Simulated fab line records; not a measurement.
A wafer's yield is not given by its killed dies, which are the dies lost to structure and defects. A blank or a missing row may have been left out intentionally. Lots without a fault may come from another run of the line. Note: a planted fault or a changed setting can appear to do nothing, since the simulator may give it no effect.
A lot that was struck, set against a sound lot | flow nand-harc | 15 out of 1302 route steps
Sound: wafers L690.1, L690.3, L690.5. Struck: wafer L696.4. (L696.2 of the same lot was not struck and is left out.) The cause comes at the end.
At each step with rows: each side's tool, then ch and its chambers, then its first start. Under that, the readings that differ: sound wafers | struck wafers | difference of the means | sigmas: that difference in standard deviations of wafers without a fault.
alike: a reading whose means differ by less than 2 such deviations, as well as words and numbers matching on both sides. not compared: withheld readings; readings where some wafer has no value; bounds like >300 that might hide an equal value; numbers whose values overlap and for which the record gives no deviation.
A row with sigmas, a row that says differs or no value, or rows on one side alone: a step with any of these is where the two part. Numbers that have no deviation but don't overlap get no sigmas and don't part them. Lack of a reading on every wafer of one side parts them only where that side has two or more wafers.

first, 2 steps without rows for these wafers: NHARC_A_DECK1_JOINT_ANNEAL_28 (time 1800 s); NHARC_A_DECK1_JOINT_ANNEAL_29 (time 1800 s).
NHARC_A_DECK1_JOINT_CMP_02: polishes SiOx.
  sound on cmp-03 ch 2,3, day 16 16:55; struck on cmp-03 ch 0, day 19 00:37
  alike: edge-zone-pressure-frac, motor-current-A
then, 1 step without rows for these wafers: NHARC_A_DECK1_JOINT_SRD_15.
NHARC_A_DECK1_JOINT_DEP_16: deposits SiO2, target thk 45 nm.
  sound on pecvd-01 ch 1,2, day 16 17:29; struck on pecvd-01 ch 0, day 19 00:59
  alike: heater-power-outer-w, heater-power-w, mfc-precursor-sccm, showerhead-vpp-V, throttle-valve-pct
NHARC_A_DECK1_JOINT_THK_MEAS_17: measures by ellipsometry.
  sound: film-metro-01 at day 16 17:45; struck: film-metro-01 at day 19 01:20
  alike: thk-nm
NHARC_A_DECK1_JOINT_INSPECT_05:
  sound: defect-inspect-02 at day 16 17:47; struck: defect-inspect-02 at day 19 01:23
  alike: raw-defect-count
then, 1 step without rows for these wafers: NHARC_A_ONON_D2_DEP_00 (target thk 1000 nm).
NHARC_A_ONON_D2_THK_MEAS_02: measures by ellipsometry.
  sound: film-metro-01 at day 16 18:32; struck: film-metro-01 at day 19 01:58
  reading     | sound       | struck | difference | sigmas
  thk-nm (nm) | 981 982 982 | 1018   | +36        | +3
then, 1 step without rows for these wafers: NHARC_A_ONON_D2_DEP_03 (target thk 1000 nm).
NHARC_A_ONON_D2_THK_MEAS_05: measures by ellipsometry.
  sound: film-metro-01 at day 16 19:07; struck: film-metro-02 at day 19 02:32
  alike: thk-nm
NHARC_A_ONON_D2_DEP_06: target thk 1000 nm.
  sound on pecvd-onon-02 ch 0, day 16 19:10; struck on pecvd-onon-02 ch 0, day 19 02:38
NHARC_A_ONON_D2_THK_MEAS_08: measures by ellipsometry.
  sound: film-metro-01 at day 16 19:41; struck: film-metro-02 at day 19 03:05
  reading     | sound       | struck | difference | sigmas
  thk-nm (nm) | 991 992 990 | 453    | -538       | -73
then, 1 step without rows for these wafers: NHARC_A_ONON_D2_DEP_09 (target thk 1000 nm).
-- record jumps: 12 days between struck wafers' starts before vs after; left off in module A_ONON_D2, resumes in module END, first step shown is number 1302 of the route --
NHARC_END_SORT_01:
  sound on prober-01 ch 0, day 28 11:47; struck on prober-02 ch 0, day 30 20:38
  reading             | sound    | struck | difference | sigmas
  killed-at-array     | 30 27 45 | 667    | +633       | +30
  killed-at-periphery | 1 5 3    | 10     | +7         | +3
  killed-dies         | 33 32 50 | 677    | +639       | +32
  alike: killed-at-other, killed-open, killed-short

## WHERE THEY PART
At NHARC_A_ONON_D2_THK_MEAS_02 first; at NHARC_END_SORT_01 last (within this record only).

WHY: whatever the simulator had introduced
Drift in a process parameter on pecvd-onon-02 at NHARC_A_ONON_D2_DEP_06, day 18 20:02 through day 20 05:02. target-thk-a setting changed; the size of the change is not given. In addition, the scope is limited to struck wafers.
